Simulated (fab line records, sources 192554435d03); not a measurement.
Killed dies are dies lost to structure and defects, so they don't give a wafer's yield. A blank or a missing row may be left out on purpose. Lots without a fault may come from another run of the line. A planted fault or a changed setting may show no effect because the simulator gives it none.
A struck lot beside a sound one | flow n5_finfet | 24 steps out of a route of 1938
Sound: wafers L718.2, L718.4, L718.6. Struck: wafers L714.1, L714.3, L714.5. The cause comes at the end.
At each step with rows: each side's tool, then ch and its chambers, then its first start. Under that, the readings that differ: sound wafers | struck wafers | difference of the means | sigmas: that difference in standard deviations of wafers without a fault.
alike: readings whose means differ by less than 2 such deviations, and words and numbers that are the same on both sides. not compared: withheld readings, readings that some wafer has no value for, bounds like >300 that may hide the same value, and numbers for which the record gives no deviation and whose values overlap.
The two part at a step that has a row with sigmas, a row that says differs or no value, or rows on one side only. Numbers that don't overlap but have no deviation are shown without sigmas and don't part them. A reading that every wafer of one side lacks parts them only if that side has two wafers or more.

first, 9 steps without rows for these wafers: N5_DUMMY_GATE_COAT_28 (time 60 s, resist thk 10 nm); N5_DUMMY_GATE_COAT_09 (resist thk 30 nm); N5_DUMMY_GATE_EBR_11; N5_DUMMY_GATE_SOFTBAKE_10 (time 60 s); N5_DUMMY_GATE_EXPOSE_12 (exposes mask GATE, target cd 25 nm); N5_DUMMY_GATE_PEB_13 (peb time 60 s); N5_DUMMY_GATE_DEVELOP_14 (develop time 30 s); N5_DUMMY_GATE_DESCUM_20 (chemistry O2, time 6.2 s); N5_DUMMY_GATE_ETCH_29 (etches underlayer in N2/H2, target depth 13 nm).
N5_DUMMY_GATE_ETCH_36: etches SiARC in CF4, target depth 13 nm.
  sound on rie_diel-03 ch 1,2, day 6 21:15; struck on rie_diel-03 ch 0,2,3, day 6 01:32
  no value came back on the struck wafers for any of 7 readings (bias_w (W), cf4_flow_sccm (sccm) and others); on the sound wafers bias_w (W) reads 36.08 36.05 36.05
  reading                                         | sound          | struck       | difference | sigmas
  model.CAR-EUV_of_DUMMY_GATE_COAT_09.thk_nm (nm) | 11.2 11.2 11.2 | 19.4 18.8 19 | +7.9       |
  not compared: rf_hours_counter_h
N5_DUMMY_GATE_ETCH_37: etches SOC in N2/H2, target depth 60 nm, overetch 30 nm.
  sound on rie_diel-03 ch 1,2, day 6 21:17; struck on rie_diel-03 ch 0,2,3, day 6 01:34
  reading               | sound          | struck         | difference | sigmas
  oes_product_au (a.u.) | 0.55 0.56 0.62 | 0.34 0.29 0.27 | -0.28      | -5
  alike: bias_w, chamber_pressure_mTorr, drypump_motor_current_A, rf_vpp_V, showerhead_plenum_p_Torr, throttle_valve_pct
  not compared: rf_hours_counter_h
then, 4 steps without rows for these wafers: N5_DUMMY_GATE_STRIP_38 (strips in N2/H2); N5_DUMMY_GATE_STRIP_39 (strips in N2/H2); N5_DUMMY_GATE_TRIM_49 (chemistry O2, time 29 s, target cd 14 nm); N5_DUMMY_GATE_STRIP_40 (strips in CF4).
N5_DUMMY_GATE_CD_MEAS_50: target cd 14 nm.
  sound on cd_sem-02, day 6 21:31; struck on cd_sem-03, day 6 01:49
  reading    | sound          | struck | difference                    | sigmas
  cd_nm (nm) | 14.2 13.4 13.5 | - - -  | no value on the struck wafers |
N5_DUMMY_GATE_ETCH_31: etches SiO2 in C4F6/O2, target depth 82.5 nm, time 27.5 s.
  sound on rie_diel-03 ch 0,2, day 6 21:34; struck on rie_diel-06 ch 0,2,3, day 6 01:58
  reading                | sound             | struck            | difference | sigmas
  oes_product_au (a.u.)  | 0.70 0.88 0.70    | 0.26 0.30 0.38    | -0.45      | -5
  throttle_valve_pct (%) | 21.26 21.00 21.27 | 20.93 20.66 20.35 | -0.53      | -3
  alike: C4F6_flow_sccm, O2_flow_sccm, drypump_motor_current_A, rf_vpp_V, showerhead_plenum_p_Torr
  not compared: rf_hours_counter_h
then, 3 steps without rows for these wafers: N5_DUMMY_GATE_STRIP_41 (strips in O2); N5_DUMMY_GATE_ETCH_32 (etches SiO2 in CF4, target depth 3.5 nm, time 3.9 s); N5_DUMMY_GATE_ETCH_23 (etches poly-Si in HBr/Cl2/O2, target depth 41 nm, time 22.3 s).
N5_DUMMY_GATE_ETCH_44: etches poly-Si in HBr/O2, stops on SiO2, target depth 127.5 nm.
  sound on rie_si-04 ch 2,3, day 6 21:54; struck on rie_si-04 ch 0,2,3, day 6 02:17
  reading               | sound             | struck            | difference | sigmas
  oes_product_au (a.u.) | 0.730 0.714 0.725 | 0.369 0.374 0.358 | -0.356     | -27
  alike: HBr_flow_sccm, O2_flow_sccm, drypump_motor_current_A, throttle_valve_pct
  not compared: rf_hours_counter_h
N5_DUMMY_GATE_CD_MEAS_24: target cd 15 nm.
  sound on cd_sem-01, day 6 22:01; struck on cd_sem-02, day 6 02:24
  reading    | sound          | struck | difference                    | sigmas
  cd_nm (nm) | 15.6 15.2 14.8 | - - -  | no value on the struck wafers |
N5_BEOL_M4_RC_MEAS_101:
  the record has rows for the sound wafers here (prober-01 ch 0, day 14 08:53) and none for the struck ones
-- the record jumps here: 12 days lie between the struck wafers' starts before and after (it left off in module BEOL_M4 and takes up again in module PASSIVATION, whose first step shown is number 1936 of the route) --
N5_PASSIVATION_PROBE_49:
  the record has rows for the struck wafers here (prober-02, day 18 11:35) and none for the sound ones

WHERE THEY PART
First at N5_DUMMY_GATE_ETCH_36; last, within this record, at N5_PASSIVATION_PROBE_49.

WHY: what the simulator had put in
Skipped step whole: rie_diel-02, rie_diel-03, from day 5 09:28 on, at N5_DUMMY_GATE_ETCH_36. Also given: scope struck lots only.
